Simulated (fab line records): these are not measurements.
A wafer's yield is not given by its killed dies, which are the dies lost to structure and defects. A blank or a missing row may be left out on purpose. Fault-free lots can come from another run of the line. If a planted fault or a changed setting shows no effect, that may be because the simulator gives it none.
Matching of chambers    flow n5-finfet    N5_GATE_CUT_STRIP_59 on rie-diel-03: 4 sister chambers
The step strips in N2/H2, time 20 s. 22 wafers are shown with their chamber, then 11 later ones without.

WAFERS, EACH WITH ITS CHAMBER
wafer   chamber  drypump-motor-current-A (A)  showerhead-plenum-p-Torr (Torr)  throttle-valve-pct (%)
L077.2  0        5.7                          3.33                             12.20
L077.3  2        6.4                          3.61                             11.92
L077.4  2        6.4                          3.61                             11.91
L081.3  0        5.7                          3.33                             11.57
L081.5  2        6.4                          3.60                             11.94
L081.6  3        5.8                          3.45                             11.92
L083.1  3        5.7                          3.45                             11.94
L083.4  0        5.7                          3.32                             11.59
L083.5  3        5.8                          3.45                             11.93
L084.1  2        6.4                          3.60                             11.95
L084.2  1        6.6                          3.49                             12.29
L084.6  0        5.7                          3.32                             11.59
L085.3  2        6.4                          3.60                             11.97
L085.5  0        5.7                          3.32                             11.59
L085.6  3        5.8                          3.44                             11.96
L086.1  2        6.4                          3.60                             11.96
L086.2  0        5.7                          3.32                             11.60
L086.3  3        5.8                          3.44                             11.97
L086.4  1        6.6                          3.48                             12.30
L086.5  0        5.7                          3.32                             11.60
L086.6  1        6.6                          3.48                             12.28
L087.1  1        6.6                          3.48                             12.30

SIGNATURES (means of the wafers above)
reading                   chamber 0  chamber 1  chamber 2  chamber 3  scatter within a chamber
drypump-motor-current-A   5.700      6.600      6.400      5.780      0.0211
showerhead-plenum-p-Torr  3.3229     3.4825     3.6033     3.4460     0.00512
throttle-valve-pct        11.6771    12.2925    11.9417    11.9440    0.134
Rule: distance of a wafer from a chamber = root of the sum over the readings of ((wafer's reading minus chamber's mean) / reading's scatter) squared. The wafer belongs to the nearest chamber; if the next one is less than 2 further off, it can't be placed. The scatter: take each reading less its chamber's mean, square it, sum over the shown wafers, divide by the number of wafers less the number of chambers, and take the root.

WAFERS WITH NO CHAMBER GIVEN
wafer   drypump-motor-current-A (A)  showerhead-plenum-p-Torr (Torr)  throttle-valve-pct (%)
L087.2  5.8                          3.44                             11.96
L087.3  6.4                          3.60                             11.97
L087.4  5.7                          3.32                             11.61
L087.5  5.7                          3.32                             11.59
L087.6  5.8                          3.44                             11.94
L091.1  6.6                          3.48                             12.33
L091.2  5.8                          3.44                             11.97
L091.3  6.4                          3.60                             11.98
L091.4  5.7                          3.32                             11.60
L091.5  6.6                          3.48                             12.33
L091.6  5.6                          3.32                             11.62

EACH ONE'S CHAMBER
wafer   from the rows above  in truth
L087.2  3                    3
L087.3  2                    2
L087.4  0                    0
L087.5  0                    0
L087.6  3                    3
L091.1  1                    1
L091.2  3                    3
L091.3  2                    2
L091.4  0                    0
L091.5  1                    1
L091.6  0                    0
Correct placement for 11 of the 11. Left unplaced by these rows: 0. Wrongly placed: 0.
